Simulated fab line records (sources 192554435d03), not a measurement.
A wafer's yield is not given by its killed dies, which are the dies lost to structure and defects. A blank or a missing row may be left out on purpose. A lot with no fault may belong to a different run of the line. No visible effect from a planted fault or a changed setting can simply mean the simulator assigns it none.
fab line records	flow n5_finfet
record: lots: 9	wafers: 27	last_day: 17
route steps=1938 shown BEOL_M4@1037
lots that met no fault: taken from a fault-free run of the same line
start_h: start of the lot's first displayed wafer, in hours after the record's first day	wait_h: how many hours have passed since the lot's step before this one	" as in the row above	L1.1+2: a single row standing in for several wafers	- value missing, or start not given	* or withheld: withheld	< > ~ a bound
route shown NAME@n: names a module that has steps shown in the file, with the first one's number in the route	usual: mean and standard deviation over wafers with no fault	same: alike in all rows	chamber/n: place in a boat	sites: the reading at each site	_std_site: the standard deviation of these	_edge_site: outer sites' mean less inner sites'	radius_mm: how far each site lies from the wafer's centre	mask NAME#n: copy n	behind: tool/chamber where the wafer was last shaped	hold: reason for holding the lot/hours on hold/outcome of the hold	device: names the non-switching transistor (n, p or np)	end of line: the tests these same wafers got at the end of their route	a step without rows: its recipe alone	killed: not the wafer's yield, but the dies lost to structure and defects at the first sort	map: a wafer's dies, marking killed ones x, the rest . and places with no die _
set.NAME: the setting that was run; set.NAME@STEP: the one run at that earlier step	model.NAME: the simulator's own value behind a step, which no gauge read
steps of the route over a sample of lots; a table a step, a row a wafer
services: when a tool's chamber went out of use (start_h, in hours from the record's first day, below 0 if earlier), for how many hours, and the reason
== steps ==
step: N5_BEOL_M4_DESCUM_16
recipe: chemistry: O2	time_s: 7	source_power_w: 50	bias_power_w: 20	pressure_mtorr: 20	rf_frequency_hz: 2.712e+07	temp_c: 40	resist: CAR-EUV	o2_flow_sccm: 225
usual: drypump_motor_current_A: 5.9/0.34	oes_product_au: 0.79/0.087	rf_vpp_V: 243.0/1.4	showerhead_plenum_p_Torr: 2.08/0.071	throttle_valve_pct: 20.31/0.19
lot.wafer	tool	chamber	start_h	wait_h	drypump_motor_current_A	oes_product_au	rf_hours_counter_h	rf_vpp_V	showerhead_plenum_p_Torr	throttle_valve_pct
L606.1	rie_diel-03	0	171.27	0.0	6.0	0.77	123	243.9	2.01	20.27
L606.4	"	1	"	"	6.6	0.72	223	242.5	2.07	20.70
L606.6	"	3	"	"	5.9	0.71	-	242.4	1.99	20.62
L609.2	rie_diel-02	3	179.59	0.0	5.5	0.92	8	243.6	2.13	20.34
L609.3	"	0	"	"	6.3	0.85	78	243.6	2.02	20.27
L609.6	"	0	"	"	6.3	0.84	-	240.8	2.02	20.27
L615.2	rie_diel-04	1	212.67	0.0	6.3	0.81	97	242.4	2.02	20.06
L615.3	"	3	"	"	5.0	0.87	42	245.5	2.12	20.52
L615.5	"	1	"	"	6.3	0.81	-	241.8	2.02	20.05
L624.1	rie_diel-02	2	276.22	0.0	5.9	0.71	198	243.5	2.17	20.47
L624.3	"	0	"	"	6.3	0.82	109	240.7	2.01	20.30
L624.5	"	3	"	"	5.5	0.85	-	242.1	2.11	20.42
L625.1	rie_diel-03	3	280.93	0.0	5.9	0.68	225	241.3	1.97	20.68
L625.3	"	1	"	"	6.6	1.01	4	243.1	2.06	20.33
L625.4	"	0	"	"	6.0	0.73	-	242.3	1.99	20.36
L622.1	rie_diel-04	3	287.53	0.1	5.1	0.84	66	244.4	2.12	20.56
L622.2	"	2	"	"	6.1	1.00	0	242.4	2.05	20.16
L622.4	"	1	"	"	6.3	0.79	124	241.0	2.01	20.09
L626.3	rie_diel-02	3	287.68	0.0	5.5	0.84	49	243.3	2.11	20.42
L626.4	"	0	"	"	6.4	0.81	-	243.3	2.01	20.32
L626.6	"	2	"	"	5.8	0.71	-	243.2	2.17	20.50
L627.2	rie_diel-04	2	292.06	0.1	6.1	0.98	2	244.0	2.05	20.13
L627.4	"	1	"	"	6.3	0.78	126	239.8	2.01	20.09
L627.6	"	0	"	"	5.8	0.86	-	243.9	2.21	20.08
L628.3	rie_diel-02	0	302.51	0.2	6.3	0.80	120	241.4	2.00	20.34
L628.5	"	1	"	"	6.1	0.96	-	242.9	2.04	19.90
L628.6	"	2	"	"	5.9	0.71	-	244.5	2.17	20.50
step: N5_BEOL_M4_OVL_MEAS_29
recipe: points_per_wafer: 522
usual: V3_OVL: 0.0/0.67
lot.wafer	tool	chamber	start_h	wait_h	V3_OVL[nm]
L606.1	overlay-02	0	172.06	0.0	-0.6
L606.4	"	0	"	"	0.1
L606.6	"	0	"	"	0.1
L609.2	overlay-02	0	180.40	0.0	-0.5
L609.3	"	0	"	"	-1.0
L609.6	"	0	"	"	-0.4
L615.2	overlay-02	0	213.64	0.0	-0.6
L615.3	"	0	"	"	-0.4
L615.5	"	0	"	"	-0.1
L624.1	overlay-01	0	277.13	0.0	-0.4
L624.3	"	0	"	"	0.6
L624.5	"	0	"	"	0.7
L625.1	overlay-02	0	281.73	0.0	0.1
L625.3	"	0	"	"	-0.2
L625.4	"	0	"	"	0.4
L622.1	overlay-02	0	288.32	0.0	-0.1
L622.2	"	0	"	"	0.5
L622.4	"	0	"	"	0.5
L626.3	overlay-01	0	288.60	0.0	1.8
L626.4	"	0	"	"	-0.4
L626.6	"	0	"	"	0.4
L627.2	overlay-01	0	292.86	0.0	0.0
L627.4	"	0	"	"	0.8
L627.6	"	0	"	"	0.4
L628.3	overlay-02	0	303.31	0.0	0.7
L628.5	"	0	"	"	0.5
L628.6	"	0	"	"	0.3
step: N5_BEOL_M4_ETCH_77
recipe: chemistry: N2/H2	target: underlayer	target_depth_a: 65	mask_material: CAR-EUV	time_s: 5.2	ion_energy_ev: 200	pressure_mtorr: 30	source_w: 840	bias_w: 150	n2_flow_sccm: 200	h2_flow_sccm: 200	ends: cleared
usual: drypump_motor_current_A: 5.9/0.38	etch_rf_on_time_s: 5.21/0.1	oes_product_au: 0.67/0.067	rf_fwd_power_W: 819.3/2.3	rf_vpp_V: 523.5/2.7	showerhead_plenum_p_Torr: 2.53/0.087	throttle_valve_pct: 17.83/0.2
lot.wafer	tool	chamber	start_h	wait_h	drypump_motor_current_A	etch_rf_on_time_s	oes_product_au	rf_fwd_power_W	rf_hours_counter_h	rf_vpp_V	showerhead_plenum_p_Torr	throttle_valve_pct
L606.1	rie_diel-03	2	172.19	0.0	5.7	5.06	0.67	819.7	126	524.0	2.56	17.77
L606.4	"	3	"	"	5.9	5.35	0.62	816.4	181	522.6	2.41	18.04
L606.6	"	3	"	"	5.9	5.29	0.61	817.5	-	518.9	2.41	18.06
L609.2	rie_diel-02	0	180.52	0.0	6.4	5.22	0.71	815.2	78	524.8	2.46	17.78
L609.3	"	3	"	"	5.5	5.33	0.78	817.1	9	525.8	2.60	17.82
L609.6	"	1	"	"	6.0	5.20	0.59	822.6	-	521.9	2.51	17.71
L615.2	rie_diel-02	1	213.79	0.0	6.1	5.18	0.60	818.6	223	522.9	2.51	17.73
L615.3	"	0	"	"	6.3	5.10	0.71	821.1	91	523.0	2.45	17.78
L615.5	"	3	"	"	5.5	5.33	0.74	818.0	-	525.6	2.60	17.85
L624.1	rie_diel-02	0	277.28	0.0	6.4	5.11	0.69	816.0	110	520.3	2.44	17.81
L624.3	"	2	"	"	5.9	5.33	0.60	819.7	198	527.4	2.62	17.95
L624.5	"	0	"	"	6.4	5.10	0.71	818.5	-	522.5	2.44	17.81
L625.1	rie_diel-04	0	282.11	0.0	5.8	5.15	0.74	818.8	42	528.8	2.69	17.52
L625.3	"	1	"	"	6.3	5.18	0.68	815.4	122	520.5	2.45	17.48
L625.4	"	3	"	"	5.1	5.19	0.71	819.1	-	525.2	2.59	18.10
L622.1	rie_diel-04	3	288.46	0.0	5.1	5.24	0.70	820.8	66	525.2	2.59	18.13
L622.2	"	0	"	"	5.8	5.16	0.74	819.8	45	528.5	2.69	17.55
L622.4	"	2	"	"	6.1	5.06	0.84	818.4	0	523.5	2.51	17.67
L626.3	rie_diel-02	3	288.75	0.0	5.5	5.29	0.71	821.8	50	527.4	2.59	17.90
L626.4	"	2	"	"	5.9	5.45	0.60	816.3	-	523.9	2.62	17.92
L626.6	"	0	"	"	6.3	5.11	0.69	818.8	-	520.0	2.44	17.81
L627.2	rie_diel-04	2	292.98	0.0	6.1	5.18	0.81	823.8	3	520.9	2.50	17.70
L627.4	"	3	"	"	5.1	5.27	0.71	820.5	68	526.2	2.59	18.12
L627.6	"	1	"	"	6.3	5.27	0.67	817.8	-	521.5	2.45	17.46
L628.3	rie_diel-04	2	303.43	0.0	6.1	5.08	0.82	820.5	6	523.1	2.50	17.71
L628.5	"	3	"	"	5.1	5.14	0.71	817.0	-	524.4	2.59	18.13
L628.6	"	0	"	"	5.8	5.17	0.73	820.1	-	528.0	2.69	17.54
step: N5_BEOL_M4_ETCH_70
recipe: chemistry: N2/H2	target: SOC	target_depth_a: 800	overetch_a: 240	mask_material: SiARC	temp_c: 40	time_s: 130	ion_energy_ev: 200	pressure_mtorr: 30	source_w: 840	bias_w: 150	n2_flow_sccm: 200	h2_flow_sccm: 200
usual: drypump_motor_current_A: 5.9/0.37	oes_product_au: 0.58/0.061	rf_fwd_power_W: 835/3.4	rf_vpp_V: 523.5/2.5	showerhead_plenum_p_Torr: 2.52/0.088	throttle_valve_pct: 17.79/0.19
lot.wafer	tool	chamber	start_h	wait_h	drypump_motor_current_A	oes_product_au	rf_fwd_power_W	rf_hours_counter_h	rf_vpp_V	showerhead_plenum_p_Torr	throttle_valve_pct
L606.1	rie_diel-04	1	172.61	0.0	6.3	0.61	836	84	521.6	2.46	17.37
L606.4	"	0	"	"	5.8	0.71	838	5	526.8	2.71	17.41
L606.6	"	0	"	"	5.8	0.70	834	-	528.7	2.71	17.42
L609.2	rie_diel-02	0	188.34	0.0	6.4	0.62	833	82	520.6	2.46	17.74
L609.3	"	2	"	"	5.9	0.54	840	170	526.7	2.64	17.83
L609.6	"	0	"	"	6.4	0.62	835	-	520.3	2.46	17.73
L615.2	rie_diel-03	2	219.41	0.0	5.7	0.56	835	143	524.1	2.56	17.79
L615.3	"	1	"	"	6.6	0.51	630	239	572.1	2.49	18.03
L615.5	"	2	"	"	5.7	0.56	831	-	524.1	2.56	17.78
L625.1	rie_diel-03	1	286.02	0.0	6.6	0.72	834	5	521.8	2.49	17.61
L625.3	"	0	"	"	6.0	0.53	835	167	521.1	2.43	17.77
L625.4	"	3	"	"	5.9	0.51	839	227	521.2	2.39	18.09
L624.1	rie_diel-04	0	286.09	0.0	5.8	0.63	835	43	527.3	2.69	17.50
L624.3	"	3	"	"	5.2	0.62	830	65	524.2	2.59	18.06
L624.5	"	3	"	"	5.2	0.62	832	-	525.1	2.59	18.05
L622.1	rie_diel-03	0	294.72	0.0	6.0	0.53	838	171	521.0	2.43	17.76
L622.2	"	2	"	"	5.7	0.54	832	172	524.3	2.54	17.82
L622.4	"	3	"	"	5.9	0.51	840	231	520.4	2.39	18.11
L626.3	rie_diel-04	1	295.01	0.0	6.3	0.58	839	127	522.4	2.45	17.42
L626.4	"	0	"	"	5.8	0.63	834	48	527.7	2.69	17.49
L626.6	"	2	"	"	6.1	0.71	837	-	523.3	2.50	17.62
L627.2	rie_diel-02	2	295.08	0.0	5.9	0.53	841	206	527.4	2.62	17.91
L627.4	"	3	"	"	5.5	0.61	837	-	523.7	2.59	17.86
L627.6	"	2	"	"	5.9	0.54	843	-	526.9	2.62	17.88
L628.3	rie_diel-04	1	305.47	0.0	6.3	0.57	840	131	520.9	2.44	17.45
L628.5	"	0	"	"	5.8	0.63	835	-	528.4	2.69	17.51
L628.6	"	3	"	"	5.1	0.61	829	-	526.4	2.59	18.07
step: N5_BEOL_M4_RC_MEAS_101
usual: DIBL_N: 37.2/1.9	DIBL_P: 37.3/2.2	IOFF_N: 0.18/0.038	IOFF_P: 0.22/0.039	ION_N: 678/11	ION_P: 462/6.9	SS_N: 71.8/0.68	SS_P: 73.5/0.65	VT_N: 249/3.4	VT_P: -250/3.2
lot.wafer	tool	chamber	start_h	wait_h	DIBL_N[mV/V]	DIBL_P[mV/V]	IOFF_N[nA/um]	IOFF_P[nA/um]	ION_N[uA/um]	ION_P[uA/um]	SS_N[mV/dec]	SS_P[mV/dec]	VT_N[mV]	VT_P[mV]
L606.1	prober-02	0	179.31	0.0	35.0	34.6	0.13	0.15	660	449	71.1	72.9	250	-255
L606.4	"	0	"	"	38.2	37.9	0.20	0.20	669	449	71.7	72.7	247	-252
L606.6	"	0	"	"	34.7	35.4	0.14	0.17	677	458	71.3	73.3	250	-252
L609.2	prober-01	0	193.07	0.2	40.0	41.2	0.26	0.27	691	465	73.4	74.2	246	-250
L609.3	"	0	"	"	39.1	40.7	0.24	0.27	691	464	72.2	73.8	245	-249
L609.6	"	0	"	"	39.4	40.5	0.25	0.26	693	459	71.5	74.7	247	-249
L615.2	prober-02	0	224.24	0.2	39.2	39.2	0.21	0.23	699	465	71.7	73.5	245	-249
L615.3	"	0	"	"	37.5	37.9	0.18	0.21	675	460	71.3	73.6	246	-250
L615.5	"	0	"	"	38.4	38.4	0.19	0.23	681	456	72.1	73.5	246	-252
L624.1	prober-01	0	291.84	0.0	37.6	35.7	0.16	0.21	677	463	71.9	73.2	249	-249
L624.3	"	0	"	"	37.7	35.5	0.17	0.21	670	457	72.4	73.9	247	-250
L624.5	"	0	"	"	37.3	36.3	0.16	0.24	677	464	72.1	73.7	248	-250
L625.1	prober-02	0	292.55	0.2	36.8	35.1	0.17	0.22	677	458	71.2	73.7	248	-248
L625.3	"	0	"	"	36.7	36.2	0.17	0.24	682	469	72.7	73.2	248	-248
L625.4	"	0	"	"	37.4	36.5	0.21	0.25	691	470	72.2	73.4	244	-245
L622.1	prober-01	0	300.26	0.0	40.8	40.5	0.26	0.34	694	478	73.6	74.5	240	-242
L622.2	"	0	"	"	36.7	35.5	0.16	0.23	684	477	71.6	73.7	246	-247
L622.4	"	0	"	"	35.3	34.4	0.14	0.20	660	464	71.1	73.4	250	-249
L626.3	prober-02	0	300.65	0.3	36.7	38.0	0.19	0.22	684	462	71.4	73.8	247	-250
L626.4	"	0	"	"	37.6	39.6	0.22	0.26	690	462	72.2	73.6	247	-249
L626.6	"	0	"	"	36.4	37.7	0.18	0.22	685	462	72.3	73.1	248	-250
L627.2	prober-01	0	301.36	0.2	37.2	40.0	0.18	0.22	668	452	72.0	74.4	250	-251
L627.4	"	0	"	"	37.0	39.2	0.17	0.20	673	461	72.1	73.6	250	-255
L627.6	"	0	"	"	35.9	37.1	0.14	0.17	655	445	72.4	73.8	254	-255
L628.3	prober-02	0	310.43	0.3	35.6	36.9	0.16	0.19	669	460	71.8	73.2	251	-253
L628.5	"	0	"	"	33.3	32.9	0.11	0.15	655	453	71.8	73.2	257	-255
L628.6	"	0	"	"	37.0	37.7	0.18	0.22	678	459	72.6	73.6	248	-250
== services ==
tool	chamber	start_h	hours	kind
rie_diel-02	1	186.80	2.4	repair
rie_diel-02	0	218.61	13.5	repair
rie_diel-04	3	229.55	4.3	repair
rie_diel-03	1	249.80	-	clean
rie_diel-03	1	249.80	-	consumable_replace:focus_ring
rie_diel-03	1	249.80	19.8	scheduled_down
rie_diel-03	1	249.80	19.8	vent_cycle
rie_diel-04	2	266.04	-	clean
rie_diel-04	2	266.04	-	consumable_replace:focus_ring
rie_diel-04	2	266.04	20.8	scheduled_down
rie_diel-04	2	266.04	20.8	vent_cycle
rie_diel-03	2	280.67	4.3	repair
rie_diel-02	1	282.03	-	clean
rie_diel-02	1	282.03	-	consumable_replace:focus_ring
rie_diel-02	1	282.03	19.3	scheduled_down
rie_diel-02	1	282.03	19.3	vent_cycle
rie_diel-03	0	298.30	15.4	repair
== key ==
first_sign: step: N5_BEOL_M4_ETCH_70	reading: rf_fwd_power_W	direction: down	sigmas: 61	usual: *	struck: *
effect: step: N5_BEOL_M4_ETCH_70	reading: rf_vpp_V	direction: up	sigmas: 19	usual: 523.5	struck: 572.1
met_at N5_BEOL_M4_ETCH_70
struck_lots L615
struck_wafers L615.3
not_acting_at N5_BEOL_M4_DESCUM_16,N5_BEOL_M4_OVL_MEAS_29,N5_BEOL_M4_ETCH_77
fault: kind: process_parameter_drift	tool: rie_diel-03	chamber: 1	onset_h: 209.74	steps: N5_BEOL_M4_ETCH_70	channel: source_w	offset: -201.6	shape: step	end_h: 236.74	acts_in: these_recipes_only	stated: 840
